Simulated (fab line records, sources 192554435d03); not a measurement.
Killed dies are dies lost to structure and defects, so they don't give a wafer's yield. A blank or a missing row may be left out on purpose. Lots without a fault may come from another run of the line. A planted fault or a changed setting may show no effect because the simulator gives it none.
fab line records | flow n5_finfet
record lots=5 wafers=15 last_day=17
route steps=1938 shown BEOL_M0@721 BEOL_M4@1111 PASSIVATION@1936
lots that met no fault: from a run of the same line without faults
start_h: hours from the record's first day to the start of the lot's first wafer shown | wait_h: hours since the lot's step before | " the same as in the row above | L1.1+2: a row that stands for several wafers | - no value, or no start given | * or withheld: withheld | < > ~ a bound
route shown NAME@n: a module of which the file shows steps, and the number in the route of the first | usual: mean/standard deviation of fault-free wafers | same: alike in all rows | chamber/n: place in a boat | sites: the reading at each site | _std_site: their standard deviation | _edge_site: outer sites' mean less inner sites' | radius_mm: how far each site lies from the wafer's centre | mask NAME#n: copy n | behind: the tool/chamber that last shaped the wafer | hold: why the lot was held/for how many hours/how that ended | device: the transistor (n, p or np) that didn't switch | end of line: the same wafers' tests at the end of the route | a step without rows: its recipe alone | killed: dies lost to structure and defects at the first sort, not the wafer's yield | map: a wafer's dies, x killed, . not, _ none there
set.NAME: the setting as run; set.NAME@STEP: as run at that earlier step | model.NAME: the simulator's own value behind a step, which no gauge read
lots at some steps of the route; a table a step, a row a wafer
services: from which hour (start_h, from the record's first day; less than 0 if before it) a tool's chamber was out of use, for how many hours, and why
## steps
# step N5_BEOL_M0_TRENCH_ETCH_107
# recipe chemistry=C4F6/O2 target_depth_a=328 target=SiOC time_s=16.4 ion_energy_ev=250 pressure_mtorr=30 source_w=355 bias_w=185 Ar_flow_sccm=300 C4F6_flow_sccm=10 O2_flow_sccm=10
# step N5_BEOL_M0_STRIP_142
# recipe chemistry=N2/H2 time_s=10 power_w=450 temp_c=40 pressure_mtorr=20 rf_frequency_hz=6e+07 bias_power_w=7 n2_flow_sccm=200 h2_flow_sccm=200
# step N5_BEOL_M0_OCD_MEAS_108
# usual trench_depth_nm=32.5/0.66
# columns lot.wafer tool chamber start_h wait_h trench_depth_nm
L612.2 ocd-01 - 127.19 0.1 31.7
L612.3 " - " " 32.6
L612.5 " - " " 31.3
L619.1 ocd-01 - 157.02 0.1 32.3
L619.2 " - " " 31.7
L619.5 " - " " 32.6
L629.3 ocd-01 - 214.81 0.1 31.6
L629.5 " - " " 32.4
L629.6 " - " " 31.6
L632.1 ocd-02 - 242.21 0.1 31.7
L632.2 " - " " 32.9
L632.3 " - " " 33.0
L633.2 ocd-01 - 247.96 0.1 32.8
L633.4 " - " " 33.5
L633.5 " - " " 33.0
# step N5_BEOL_M0_HM_STRIP_129
# recipe chemistry=peroxide_tin_strip material=TiN target_depth_a=170 temp_c=50 time_s=108
# step N5_BEOL_M0_SRD_130
# recipe time_s=30 temp_c=23 rinse_liquid=diw dry=ipa_marangoni
# step N5_BEOL_M0_ETCH_109
# recipe chemistry=CH3F/O2 target_depth_a=80 overetch_a=24 target=SiCN time_s=27.4 ion_energy_ev=120 pressure_mtorr=30 source_w=395 bias_w=75 Ar_flow_sccm=150 CH3F_flow_sccm=30 O2_flow_sccm=20
# usual drypump_motor_current_A=5.6/0.35 oes_product_au=0.66/0.055 rf_vpp_V=297.9/1.2 showerhead_plenum_p_Torr=2.02/0.047 throttle_valve_pct=16.39/0.28
# columns lot.wafer tool chamber start_h wait_h drypump_motor_current_A oes_product_au rf_hours_counter_h rf_vpp_V showerhead_plenum_p_Torr throttle_valve_pct
L612.2 rie_diel-03 3 127.46 0.2 5.1 0.64 144 297.8 2.01 16.32
L612.3 " 1 " " 5.8 0.67 98 298.3 2.02 16.16
L612.5 " 0 " " 5.3 0.59 - 298.9 2.07 16.86
L619.1 rie_diel-06 0 157.13 0.0 5.9 0.72 68 295.9 1.93 16.01
L619.2 " 2 " " 5.5 0.71 72 299.0 2.02 16.27
L619.5 " 3 " " 5.1 0.63 - 298.6 2.09 16.78
L629.3 rie_diel-01 0 215.44 0.5 5.7 0.71 70 300.4 2.10 15.90
L629.5 " 1 " " 5.5 0.65 - 297.8 2.07 16.47
L629.6 " 0 " " 5.7 0.72 - 298.8 2.10 15.90
L632.1 rie_diel-03 3 243.72 1.4 5.1 0.61 188 297.6 1.99 16.40
L632.2 " 1 " " 5.8 0.65 142 297.6 2.00 16.24
L632.3 " 2 " " 6.3 0.60 229 297.7 1.97 16.46
L633.2 rie_diel-06 3 248.56 0.5 5.1 0.59 199 296.3 2.08 16.83
L633.4 " 1 " " 5.6 0.60 246 297.1 2.04 16.74
L633.5 " 3 " " 5.1 0.60 - 299.2 2.09 16.86
# step N5_BEOL_M0_STRIP_139
# recipe chemistry=post_etch_residue_remover time_s=60 temp_c=25 remover_ph=withheld remover_water_wt_pct=withheld remover_fluoride_wt_pct=withheld
# step N5_BEOL_M0_SRD_111
# recipe time_s=30 temp_c=23 rinse_liquid=diw dry=ipa_marangoni
# step N5_BEOL_M0_DEGAS_112
# recipe ambient=vacuum temp_c=250 time_s=60
# usual heater_power_w=323/26
# columns lot.wafer tool chamber start_h wait_h heater_power_w
L612.2 pvd_sputter-01 - 127.91 0.3 310
L612.3 " - " " 322
L612.5 " - " " 295
L619.1 pvd_sputter-02 - 157.30 0.0 314
L619.2 " - " " 324
L619.5 " - " " 338
L629.3 pvd_sputter-03 - 216.42 0.8 339
L629.5 " - " " 354
L629.6 " - " " 346
L632.1 pvd_sputter-01 - 244.39 0.5 356
L632.2 " - " " 297
L632.3 " - " " 336
L633.2 pvd_sputter-03 - 248.94 0.2 355
L633.4 " - " " 321
L633.5 " - " " 346
# step N5_BEOL_M0_PRE_CLEAN_113
# recipe gas=H2/He time_s=30 temp_c=250
# usual heater_power_w=323/26
# columns lot.wafer tool chamber start_h wait_h heater_power_w
L612.2 pvd_sputter-01 - 127.95 0.0 298
L612.3 " - " " 333
L612.5 " - " " 301
L619.1 pvd_sputter-02 - 157.34 0.0 315
L619.2 " - " " 346
L619.5 " - " " 339
L629.3 pvd_sputter-03 - 216.46 0.0 336
L629.5 " - " " 354
L629.6 " - " " 344
L632.1 pvd_sputter-01 - 244.43 0.0 355
L632.2 " - " " 296
L632.3 " - " " 335
L633.2 pvd_sputter-03 - 248.98 0.0 366
L633.4 " - " " 322
L633.5 " - " " 344
# step N5_BEOL_M0_ALD_136
# recipe material=TaN target_thk_a=* temp_c=275 ald_precursor_family=PDMAT ald_co_reactant=NH3 pressure_torr=3 carrier_flow_sccm=1500 pulse_time_s=2 purge_time_s=3 co_reactant_purge_time_s=2 co_reactant_pulse_time_s=3 ald_cycles=30 precursor_vessel_temp_c=75 precursor_vessel_pressure_torr=26.25 precursor_vessel_carrier_sccm=1000
# step N5_BEOL_M0_SURFACE_TREAT_137
# recipe gas=Ar time_s=* ion_energy_ev=* ion_current_ma_cm2=0.5 pressure_mtorr=* ar_flow_sccm=30
# usual throttle_valve_pct=*
# columns lot.wafer tool chamber start_h wait_h throttle_valve_pct
L612.2 pvd_sputter-02 - 128.37 0.3 *
L612.3 " - " " *
L612.5 " - " " *
L619.1 pvd_sputter-03 - 159.05 1.5 *
L619.2 " - " " *
L619.5 " - " " *
L629.3 pvd_sputter-03 - 216.92 0.3 *
L629.5 " - " " *
L629.6 " - " " *
L632.1 pvd_sputter-01 - 244.79 0.2 *
L632.2 " - " " *
L632.3 " - " " *
L633.2 pvd_sputter-02 - 249.27 0.1 *
L633.4 " - " " *
L633.5 " - " " *
# step N5_BEOL_M0_CVD_115
# recipe material=Co target_thk_a=* temp_c=withheld precursor=CCTBA/H2 pressure_torr=30 time_s=120
# usual run_length_s=143.2/0.62
# columns lot.wafer tool chamber start_h wait_h run_length_s
L612.2 cvd_co-02 1 128.54 0.2 142.2
L612.3 " 0 " " 143.6
L612.5 " 0 " " 143.6
L619.1 cvd_co-02 0 159.34 0.3 143.4
L619.2 " 2 " " 143.8
L619.5 " 1 " " 142.2
L629.3 cvd_co-02 2 217.00 0.1 144.3
L629.5 " 0 " " 143.7
L629.6 " 1 " " 215.5
L632.1 cvd_co-01 1 244.86 0.0 143.4
L632.2 " 0 " " 143.0
L632.3 " 2 " " 143.6
L633.2 cvd_co-01 2 249.39 0.1 142.6
L633.4 " 0 " " 143.0
L633.5 " 2 " " 143.1
# step N5_BEOL_M0_SPUTTER_116
# recipe material=Cu target_thk_a=40 temp_c=-20 chamber_pressure_pa=0.07 power_w=withheld time_s=7.37
# usual throttle_valve_pct=29.5/1.2
# columns lot.wafer tool chamber start_h wait_h throttle_valve_pct
L612.2 pvd_sputter-01 - 128.67 0.1 29.5
L612.3 " - " " 28.4
L612.5 " - " " 29.1
L619.1 pvd_sputter-02 - 159.46 0.1 31.3
L619.2 " - " " 29.9
L619.5 " - " " 31.7
L629.3 pvd_sputter-03 - 217.12 0.1 27.8
L629.5 " - " " 27.3
L629.6 " - " " 28.2
L632.1 pvd_sputter-03 - 244.96 0.1 28.0
L632.2 " - " " 30.7
L632.3 " - " " 27.2
L633.2 pvd_sputter-02 - 251.23 1.8 29.9
L633.4 " - " " 29.7
L633.5 " - " " 31.5
# step N5_BEOL_M4_RC_MEAS_101
# usual DIBL_N=36.1/1.6 DIBL_P=35.7/1.8 IOFF_N=0.159/0.027 IOFF_P=0.21/0.03 ION_N=673/10 ION_P=462/7.4 SS_N=71.4/0.56 SS_P=73.2/0.61 VT_N=249.7/3 VT_P=-250/3.1
# columns lot.wafer tool chamber start_h wait_h DIBL_N[mV/V] DIBL_P[mV/V] IOFF_N[nA/um] IOFF_P[nA/um] ION_N[uA/um] ION_P[uA/um] SS_N[mV/dec] SS_P[mV/dec] VT_N[mV] VT_P[mV]
L612.2 prober-01 0 166.40 0.2 34.2 34.7 0.137 0.22 668 466 71.4 73.6 250.1 -248
L612.3 " 0 " " 33.8 34.9 0.132 0.22 666 464 71.6 72.7 251.5 -249
L612.5 " 0 " " 34.9 36.6 0.157 0.25 673 471 72.0 73.6 248.1 -244
L619.1 prober-01 0 199.26 0.3 37.0 35.0 0.156 0.19 680 459 71.6 72.9 250.1 -249
L619.2 " 0 " " 36.6 35.1 0.156 0.20 679 470 71.8 72.3 251.7 -250
L619.5 " 0 " " 37.1 34.1 0.142 0.18 660 450 71.5 72.8 251.9 -253
L629.3 prober-02 0 276.86 0.3 40.6 42.1 0.289 0.32 697 471 73.1 74.0 239.8 -246
L629.5 " 0 " " 34.8 35.2 0.147 0.18 673 462 72.1 72.6 249.2 -253
L629.6 " 0 " " 35.9 36.2 0.167 0.20 676 456 70.6 72.3 246.7 -251
L632.1 prober-01 0 304.67 0.0 34.5 34.4 0.130 0.18 676 463 70.3 73.3 251.6 -252
L632.2 " 0 " " 36.7 37.2 0.165 0.21 676 458 71.2 72.8 249.1 -252
L632.3 " 0 " " 34.7 34.5 0.119 0.17 648 443 71.1 72.5 251.2 -254
L633.2 prober-01 0 309.41 0.2 33.5 33.4 0.125 0.17 674 463 71.4 72.5 253.5 -253
L633.4 " 0 " " 36.8 37.8 0.185 0.24 687 469 71.3 73.4 248.2 -248
L633.5 " 0 " " 33.9 33.7 0.131 0.17 674 459 71.1 72.3 248.2 -253
# step N5_PASSIVATION_PROBE_49
# usual defect_limited_yield=91.0/1.3 killed_at_M0_to_M3=33/10 killed_at_M4_up=14/5.6 killed_at_contacts=12/5.8 killed_at_front_end=43/11 killed_at_other=4.1/2.8 killed_dies=106/15 killed_open=70/12 killed_short=34/7.5 sort_bin_4_leakage=0.00/0.0099 sort_bin_5_function=5.3/0.88 sort_bin_6_memory=3.3/0.64 sort_bin_8_speed=0.00/0.016 sort_n_pass=1074/15 sort_yield_pct=91.0/1.3
# same gross_dies=1180 killed_at_back_side=0
# columns lot.wafer tool chamber start_h wait_h defect_limited_yield[%] killed_at_M0_to_M3 killed_at_M4_up killed_at_contacts killed_at_front_end killed_at_other killed_dies killed_open killed_short sort_bin_4_leakage[%] sort_bin_5_function[%] sort_bin_6_memory[%] sort_bin_8_speed[%] sort_n_pass sort_yield_pct[%]
L612.2 prober-01 - 272.22 0.1 93.1 24 17 7 28 6 82 58 24 0 4.1 2.5 0 1098 93.1
L612.3 prober-01 - 272.27 0.1 93.8 12 15 20 23 3 73 44 26 0 3.6 2.3 0 1107 93.8
L612.5 prober-01 - 272.37 0.2 90.9 20 19 20 38 10 107 73 34 0 5.4 3.6 0 1073 90.9
L619.1 prober-01 - 317.49 0.0 90.7 14 19 23 51 3 110 86 19 0 4.7 4.2 0 1070 90.7
L619.2 prober-01 - 317.54 0.1 90.3 26 10 17 59 3 115 80 33 0 5.8 3.8 0 1065 90.3
L619.5 prober-01 - 317.69 0.2 88.3 44 13 15 61 5 138 86 50 0 5.8 5.0 0 1042 88.3
L629.3 prober-01 - 376.28 0.1 89.0 29 19 25 54 3 130 91 39 0.08 6.4 4.5 0 1049 88.9
L629.5 prober-01 - 376.38 0.2 90.6 30 21 7 46 7 111 77 34 0 5.7 3.5 0 1069 90.6
L629.6 prober-01 - 376.43 0.3 90.3 32 32 16 31 4 115 85 28 0 5.1 4.2 0 1065 90.3
L632.1 prober-02 - 407.17 0.0 90.9 40 18 12 36 1 107 76 26 0 5.2 3.3 0 1073 90.9
L632.2 prober-02 - 407.22 0.1 89.7 47 11 13 50 0 121 86 35 0 6.4 3.7 0 1059 89.7
L632.3 prober-02 - 407.27 0.1 90.1 25 20 18 51 3 117 82 35 0 5.8 3.7 0.08 1062 90.0
L633.2 prober-02 - 416.23 0.1 93.3 27 12 8 27 5 79 54 24 0 4.6 2.0 0 1101 93.3
L633.4 prober-02 - 416.33 0.2 90.6 25 24 12 41 9 111 70 41 0 5.7 3.4 0 1069 90.6
L633.5 prober-02 - 416.38 0.2 89.1 42 18 18 39 12 129 87 41 0 6.9 3.8 0 1051 89.1
# killed by level:class
L612.2 BEOL_M4:geometric_particle:open=11 BEOL_M0_SAQP:geometric_particle:short=7 FIN_SAQP:geometric_particle:open=6 MOL_CONTACT_COAG:geometric_particle:open=6 BEOL_M3:geometric_particle:open=5 GATE_CUT:geometric_particle:short=4 BEOL_M5:geometric_particle:open=4 PASS1_CAP:geometric_particle:open=4
L612.3 MOL_CONTACT_COAG:geometric_particle:open=17 BEOL_M4:geometric_particle:open=6 GATE_CUT:geometric_particle:short=5 FIN_SAQP:geometric_particle:short=3 STI_FIN_REVEAL:geometric_particle:open=3 MOL_CONTACT_COAG:geometric_particle:short=3 BEOL_M0_SAQP:geometric_particle:open=3 STARTING-WAFER:geometric_particle:open=3
L612.5 MOL_CONTACT_COAG:geometric_particle:open=15 FIN_SAQP:geometric_particle:open=12 BEOL_M3:geometric_particle:open=8 BEOL_M4:geometric_particle:open=8 FIN_SAQP:geometric_particle:short=6 STARTING-WAFER:geometric_particle:open=6 MOL_CONTACT_COAG:geometric_particle:short=5 BEOL_M0_SAQP:geometric_particle:open=4
L619.1 MOL_CONTACT_COAG:geometric_particle:open=19 FIN_SAQP:geometric_particle:open=18 STI_FIN_REVEAL:geometric_particle:open=10 BEOL_M4:geometric_particle:open=10 FIN_SAQP:geometric_particle:short=6 DUMMY_GATE:geometric_particle:open=5 ILD0:geometric_particle:open=4 MOL_CONTACT_COAG:geometric_particle:short=4
L619.2 FIN_SAQP:geometric_particle:open=25 MOL_CONTACT_COAG:geometric_particle:open=16 FIN_SAQP:geometric_particle:short=11 BEOL_M2:geometric_particle:open=9 STI_FIN_REVEAL:geometric_particle:open=6 DUMMY_GATE:geometric_particle:open=4 STARTING-WAFER:geometric_particle:short=4 BEOL_M1:geometric_particle:open=3
L619.5 FIN_SAQP:geometric_particle:short=13 MOL_CONTACT_COAG:geometric_particle:open=13 FIN_SAQP:geometric_particle:open=12 BEOL_M0_SAQP:geometric_particle:short=11 BEOL_M0_SAQP:geometric_particle:open=10 STI_FIN_REVEAL:geometric_particle:open=9 BEOL_M1:geometric_particle:open=6 BEOL_M3:geometric_particle:open=6
L629.3 BEOL_M0_SAQP:geometric_particle:open=19 MOL_CONTACT_COAG:geometric_particle:open=18 BEOL_M4:geometric_particle:open=13 FIN_SAQP:geometric_particle:open=10 FIN_SAQP:geometric_particle:short=8 STI_FIN_REVEAL:geometric_particle:open=8 BEOL_M0_SAQP:geometric_particle:short=8 DUMMY_GATE:geometric_particle:open=8
L629.5 FIN_SAQP:geometric_particle:open=13 BEOL_M4:geometric_particle:open=12 MOL_CONTACT_COAG:geometric_particle:open=7 BEOL_M0_SAQP:geometric_particle:open=7 FIN_SAQP:geometric_particle:short=6 BEOL_M2:geometric_particle:open=6 STI_FIN_REVEAL:geometric_particle:open=5 DUMMY_GATE:geometric_particle:open=5
L629.6 BEOL_M4:geometric_particle:open=23 MOL_CONTACT_COAG:geometric_particle:open=14 BEOL_M0_SAQP:geometric_particle:open=13 BEOL_M0_SAQP:geometric_particle:short=7 FIN_SAQP:geometric_particle:short=5 STI_FIN_REVEAL:geometric_particle:open=5 DUMMY_GATE:geometric_particle:open=5 STARTING-WAFER:geometric_particle:open=5
L632.1 BEOL_M1:geometric_particle:open=12 MOL_CONTACT_COAG:geometric_particle:open=11 BEOL_M4:geometric_particle:open=10 STI_FIN_REVEAL:geometric_particle:open=8 FIN_SAQP:geometric_particle:short=6 BEOL_M0_SAQP:geometric_particle:open=6 BEOL_M3:geometric_particle:open=6 BEOL_M5:geometric_particle:open=6
L632.2 FIN_SAQP:geometric_particle:open=16 BEOL_M0_SAQP:geometric_particle:short=14 BEOL_M0_SAQP:geometric_particle:open=13 FIN_SAQP:geometric_particle:short=10 MOL_CONTACT_COAG:geometric_particle:open=10 STI_FIN_REVEAL:geometric_particle:open=9 BEOL_M2:geometric_particle:open=8 BEOL_M3:geometric_particle:open=8
L632.3 MOL_CONTACT_COAG:geometric_particle:open=16 STI_FIN_REVEAL:geometric_particle:open=10 BEOL_M0_SAQP:geometric_particle:open=10 DUMMY_GATE:geometric_particle:open=9 BEOL_M4:geometric_particle:open=9 BEOL_M5:geometric_particle:open=6 FIN_SAQP:geometric_particle:short=5 DUMMY_GATE:geometric_particle:short=4
L633.2 MOL_CONTACT_COAG:geometric_particle:open=7 FIN_SAQP:geometric_particle:open=6 BEOL_M0_SAQP:geometric_particle:short=6 BEOL_M8:geometric_particle:open=6 FIN_SAQP:geometric_particle:short=5 BEOL_M0_SAQP:geometric_particle:open=5 BEOL_M2:geometric_particle:open=5 BEOL_M3:geometric_particle:open=4
L633.4 BEOL_M4:geometric_particle:open=15 FIN_SAQP:geometric_particle:short=13 FIN_SAQP:geometric_particle:open=13 MOL_CONTACT_COAG:geometric_particle:open=10 BEOL_M0_SAQP:geometric_particle:open=6 MIM_TOP:geometric_particle:short=6 BEOL_M0_SAQP:geometric_particle:short=5 BEOL_M2:geometric_particle:open=5
L633.5 STI_FIN_REVEAL:geometric_particle:open=15 MOL_CONTACT_COAG:geometric_particle:open=14 BEOL_M0_SAQP:geometric_particle:open=13 BEOL_M0_SAQP:geometric_particle:short=11 BEOL_M4:geometric_particle:open=11 FIN_SAQP:geometric_particle:short=10 BEOL_M2:geometric_particle:open=8 BEOL_M1:geometric_particle:open=6
## services
# columns tool chamber start_h hours kind
rie_diel-01 3 105.08 9.1 repair
pvd_sputter-01 - 112.84 13.6 repair
rie_diel-01 0 113.19 5.2 repair
rie_diel-06 2 113.32 8.0 repair
cvd_co-01 1 114.67 - clean
cvd_co-01 1 114.67 22.0 scheduled_down
cvd_co-01 1 114.67 22.0 vent_cycle
pvd_sputter-01 - 136.42 1.1 repair
rie_diel-06 2 144.85 12.2 repair
pvd_sputter-03 - 159.89 2.5 repair
rie_diel-03 0 170.10 5.9 repair
rie_diel-03 0 190.51 - clean
rie_diel-03 0 190.51 - consumable_replace:focus_ring
rie_diel-03 0 190.51 12.7 scheduled_down
rie_diel-03 0 190.51 12.7 vent_cycle
rie_diel-01 0 198.22 3.0 repair
cvd_co-01 1 209.51 7.7 repair
cvd_co-01 - 228.38 6.9 pm
rie_diel-06 - 232.17 14.6 pm
rie_diel-01 2 232.53 - clean
rie_diel-01 2 232.53 - consumable_replace:focus_ring
rie_diel-01 2 232.53 27.3 scheduled_down
rie_diel-01 2 232.53 27.3 vent_cycle
## key
first_sign step=N5_BEOL_M0_CVD_115 reading=run_length_s direction=up sigmas=99+ usual=* struck=*
effect none on later readings
met_at N5_BEOL_M0_CVD_115
struck_wafers L629.6
onset_between 159.34 217.00
fault kind=process_parameter_drift tool=cvd_co-02 chamber=- onset_h=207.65 steps=N5_BEOL_M0_CVD_115 channel=time_s offset=* shape=step end_h=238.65 scope=struck_wafers_only acts_in=* stated=*
